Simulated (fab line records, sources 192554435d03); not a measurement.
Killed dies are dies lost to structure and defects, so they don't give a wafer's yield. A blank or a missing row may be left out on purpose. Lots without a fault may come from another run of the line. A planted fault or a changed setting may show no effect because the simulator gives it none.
Which tool did it? | flow n5_finfet | 12 lots, 36 wafers sampled, at 6 steps of a route of 1938

WHAT THE GAUGES READ, wafer by wafer
N5_MOL_CONTACT_COAG_OVL_MEAS_09.
lot  | measured     | on         | CA_OVL (nm)
L075 | day 4 23:41  | overlay-01 | 0.2 -0.1 -0.7
L077 | day 5 09:37  | overlay-01 | 0.1 -0.1 0.1
L079 | day 5 23:31  | overlay-02 | 0.0 0.9 0.1
L081 | day 6 08:03  | overlay-02 | -0.6 -1.8 -0.6
L083 | day 7 00:08  | overlay-02 | -0.8 0.2 -0.1
L085 | day 7 12:17  | overlay-01 | 1.4 -0.4 0.1
L087 | day 7 22:34  | overlay-02 | -0.1 0.5 -0.8
L089 | day 8 08:37  | overlay-01 | 0.2 -0.2 -0.9
L091 | day 8 20:20  | overlay-01 | 0.5 0.6 1.7
L093 | day 9 08:38  | overlay-01 | -0.5 -0.1 0.2
L095 | day 9 20:19  | overlay-02 | -1.1 0.1 0.2
L097 | day 10 12:34 | overlay-02 | -0.8 -1.3 0.5

WHICH TOOL RAN EACH LOT (tool, then ch and the chambers of the sampled wafers, then the start)
lot  | N5_GATE_CUT_PECVD_57           | N5_GATE_CUT_HM_DEP_46           | N5_GATE_CUT_ETCH_36               | N5_GATE_CUT_CUT_ETCH_54           | N5_GATE_CUT_VAPOR_ETCH_51
L075 | pecvd-04 ch 0,1,2, day 4 18:40 | pecvd-03 ch 0,1,2, day 4 19:05  | rie_diel-06 ch 0,3, day 4 19:44   | rie_metal-01 ch 0, day 4 20:11    | rie_metal-01 ch 0, day 4 20:33
L077 | pecvd-01 ch 0,2, day 5 04:32   | pecvd-04 ch 0,1, day 5 04:57    | rie_diel-04 ch 0,1,3, day 5 05:49 | rie_metal-02 ch 1, day 5 06:13    | rie_metal-02 ch 1, day 5 06:24
L079 | pecvd-04 ch 0,1, day 5 18:58   | pecvd-04 ch 1,2, day 5 19:22    | rie_diel-04 ch 0,2,3, day 5 19:53 | rie_metal-01 ch 0,1, day 5 20:16  | rie_metal-01 ch 0,1, day 5 20:27
L081 | pecvd-03 ch 0,1,2, day 6 03:26 | pecvd-04 ch 0,1, day 6 03:50    | rie_diel-06 ch 1,3, day 6 04:24   | rie_metal-01 ch 0,1, day 6 04:48  | rie_metal-01 ch 0,1, day 6 04:59
L083 | pecvd-03 ch 0,1,2, day 6 19:06 | pecvd-03 ch 0,1,2, day 6 19:31  | rie_diel-02 ch 1,2, day 6 20:01   | rie_metal-01 ch 0,1, day 6 20:25  | rie_metal-01 ch 0,1, day 6 20:36
L085 | pecvd-04 ch 0,2, day 7 07:29   | pecvd-03 ch 0,1, day 7 07:53    | rie_diel-06 ch 0,2,3, day 7 08:32 | rie_metal-01 ch 0,1, day 7 08:56  | rie_metal-01 ch 0,1, day 7 09:07
L087 | pecvd-01 ch 1,2, day 7 17:51   | pecvd-01 ch 1,2, day 7 18:19    | rie_diel-04 ch 1,2,3, day 7 18:49 | rie_metal-02 ch 0,1, day 7 19:14  | rie_metal-02 ch 0,1, day 7 19:25
L089 | pecvd-01 ch 1,2, day 8 03:24   | pecvd-04 ch 0,1, day 8 03:50    | rie_diel-06 ch 0,1,3, day 8 04:30 | rie_metal-03 ch 1, day 8 04:59    | rie_metal-03 ch 1, day 8 05:28
L091 | pecvd-03 ch 0,1,2, day 8 15:31 | pecvd-04 ch 0,2, day 8 15:55    | rie_diel-04 ch 0,1,2, day 8 16:34 | rie_metal-01 ch 0,1, day 8 16:58  | rie_metal-01 ch 0,1, day 8 17:09
L093 | pecvd-04 ch 0,2, day 9 03:50   | pecvd-04 ch 1,2, day 9 04:14    | rie_diel-04 ch 0,2,3, day 9 04:52 | rie_metal-01 ch 0, day 9 05:16    | rie_metal-01 ch 0, day 9 05:26
L095 | pecvd-01 ch 0,1, day 9 15:33   | pecvd-01 ch 0,1, day 9 15:59    | rie_diel-04 ch 1,2,3, day 9 16:41 | rie_metal-03 ch 0,1, day 9 17:05  | rie_metal-03 ch 0,1, day 9 17:16
L097 | pecvd-01 ch 0,1, day 10 06:31  | pecvd-04 ch 0,1,2, day 10 06:58 | rie_diel-06 ch 0,2, day 10 08:18  | rie_metal-03 ch 0,1, day 10 08:41 | rie_metal-03 ch 0,1, day 10 08:52
- N5_GATE_CUT_PECVD_57: deposits SiNx from SiH4/NH3/N2, target thk 21 nm.
- N5_GATE_CUT_HM_DEP_46: deposits SiO2 from TEOS/O2, target thk 130 nm, time 26.6 s.
- N5_GATE_CUT_ETCH_36: etches SiARC in CF4, target depth 13 nm, time 21.7 s.
- N5_GATE_CUT_CUT_ETCH_54: etches TiN in Cl2/BCl3, target depth 96.7 nm.
- N5_GATE_CUT_VAPOR_ETCH_51: etches HfO2 in BCl3/Cl2.

THE ANSWER, worked out from the rows above alone
Rule: what is usual is taken from the lots themselves. Put in order of their means at a reading, lots are off if they are a third of the lots or fewer, leave a main group of 4 or more, and stand apart from it by a gap of 3 or more times the standard deviation of the main group's means; of several such gaps the widest counts. A main group whose means are all the same, to the digits that the tables above print for the reading, isn't used. A lot without any number at a reading at which 4 lots or more have one is off too. The other lots that the step has rows for count as sound.
No lot is off at any reading shown: from this, nothing can be told.

WHAT THE SIMULATOR HAD PUT IN
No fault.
